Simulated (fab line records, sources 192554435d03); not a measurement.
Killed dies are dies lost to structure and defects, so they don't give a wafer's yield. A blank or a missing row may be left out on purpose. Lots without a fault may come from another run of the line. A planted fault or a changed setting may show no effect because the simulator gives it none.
Problem report in the 8D (eight disciplines) form, filled by code | flow n5_finfet | the parts of the form that need people (team, actions taken, sign-off) are left out

1. THE PROBLEM
M1_ILD_THK at N5_BEOL_M1_THK_MEAS_01 reads a mean of 48.7 nm on 2 wafers of 1 lot; wafers without a fault read 79.1 nm with a standard deviation of 1. That is -30 standard deviations from the usual mean.
First seen on wafer L689.4, day 8 20:46, on film_metro-02. The record holds 30 wafers of 10 lots with a number at this step. Rule for "out", or "out of limits": more than 4 standard deviations from the usual mean. The other wafers with a number count as sound.

2. WHAT IT IS AND WHAT IT IS NOT
question                    | is               | is not
which readings at this step | M1_ILD_THK       | -
which lots                  | L689             | L678, L679, L680, L682, L683, L685, L687, L699, L701
which wafers of those lots  | L689.4, L689.6   | L689.2
read on which gauges        | film_metro-02    | film_metro-01
when                        | from day 8 20:46 | up to then (19 sound wafers); but 9 sound wafers of L680, L699, L701 came after

3. SUSPECTS, AND WHAT RULES EACH OUT
Counting: a tool at a process step up to the reading stays a suspect if it ran every lot that is out. Sound lots after the first of them don't rule it out here, since some wafers of a struck lot are sound.
- the gauge at N5_BEOL_M1_THK_MEAS_01: ruled out. All the wafers that are out were read on film_metro-02, but those of them that N5_PASSIVATION_PROBE_49 has rows for are out there too, on other tools.
- pvd_sputter-01 at N5_BEOL_M0_SPUTTER_116 (material Cu, target thk 4 nm, time 7.37 s): kept. It ran the lot that is out, L689 (day 8 19:08); its last sound lot up to then is L687 (day 8 03:17).
- pvd_sputter-01 at N5_BEOL_M0_ANNEAL_117 (time 60 s): kept. It ran the lot that is out, L689 (day 8 19:13); its last sound lot up to then is L687 (day 8 03:22).
- cvd_co-01 at N5_BEOL_M0_CO_CAP_123 (material Co, precursor CCTBA/H2, target thk 2 nm, time 102.1 s): kept. It ran the lot that is out, L689 (day 8 20:26); its last sound lot up to then is L687 (day 8 04:52).
- pecvd-03 at N5_BEOL_M1_ILD_DEP_00 (deposits SiOC from DEMS/O2, target thk 79 nm, time 15.3 s): kept. It ran the lot that is out, L689 (day 8 20:41); its last sound lot up to then is L687 (day 8 05:07).
Left after counting: pvd_sputter-01 at N5_BEOL_M0_SPUTTER_116, pvd_sputter-01 at N5_BEOL_M0_ANNEAL_117, cvd_co-01 at N5_BEOL_M0_CO_CAP_123, pecvd-03 at N5_BEOL_M1_ILD_DEP_00.

4. THE CAUSE (what the simulator had put in)
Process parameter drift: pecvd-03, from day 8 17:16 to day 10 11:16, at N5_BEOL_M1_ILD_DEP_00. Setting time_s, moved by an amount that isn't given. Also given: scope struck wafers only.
Counting left 4 suspects, and this tool is among them.

5. THE CHAIN OF EFFECTS, in route order
Each row: a reading whose mean over the struck wafers that have a number lies more than 3 standard deviations from the usual. Only readings for which the record gives a usual standard deviation are gone through. hours: the time from each lot's start at the first step in this table that gives one to its start at this step, as a median over the lots. sigmas: the change in usual standard deviations.
hours | step                    | reading              | usual   | on struck wafers | change | sigmas
0     | N5_BEOL_M1_THK_MEAS_01  | M1_ILD_THK           | 79.1 nm | 48.7             | -30.4  | -30
159   | N5_PASSIVATION_PROBE_49 | defect_limited_yield | 91.0 %  | 0.0              | -91.0  | -70
159   | N5_PASSIVATION_PROBE_49 | killed_at_M0_to_M3   | 33      | 1122             | +1090  | +99 or more
159   | N5_PASSIVATION_PROBE_49 | killed_dies          | 106     | 1180             | +1074  | +72
159   | N5_PASSIVATION_PROBE_49 | killed_on_rim        | 14      | 152              | +138   | +35
159   | N5_PASSIVATION_PROBE_49 | sort_bin_5_function  | 5.3 %   | 20.2             | +14.9  | +17
159   | N5_PASSIVATION_PROBE_49 | sort_n_pass          | 1074    | 0                | -1074  | -72
159   | N5_PASSIVATION_PROBE_49 | sort_yield_pct       | 91.0 %  | 0.0              | -91.0  | -70
The process steps in it:
- N5_PASSIVATION_PROBE_49

6. WHAT WOULD HAVE CAUGHT IT SOONER
In this record the first reading out of limits at a measuring or inspecting step was taken at day 8 20:46, 4 hours after the fault began at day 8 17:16.
Of the tool readings at N5_BEOL_M1_ILD_DEP_00 for which the record gives a usual standard deviation, none was out on any struck wafer, so an alarm limit of 4 standard deviations on them would not have fired.
All the lots that are out (1) had begun N5_BEOL_M1_ILD_DEP_00 on pecvd-03 by day 8 20:46. A hold on the tool at that time would have spared none of them.
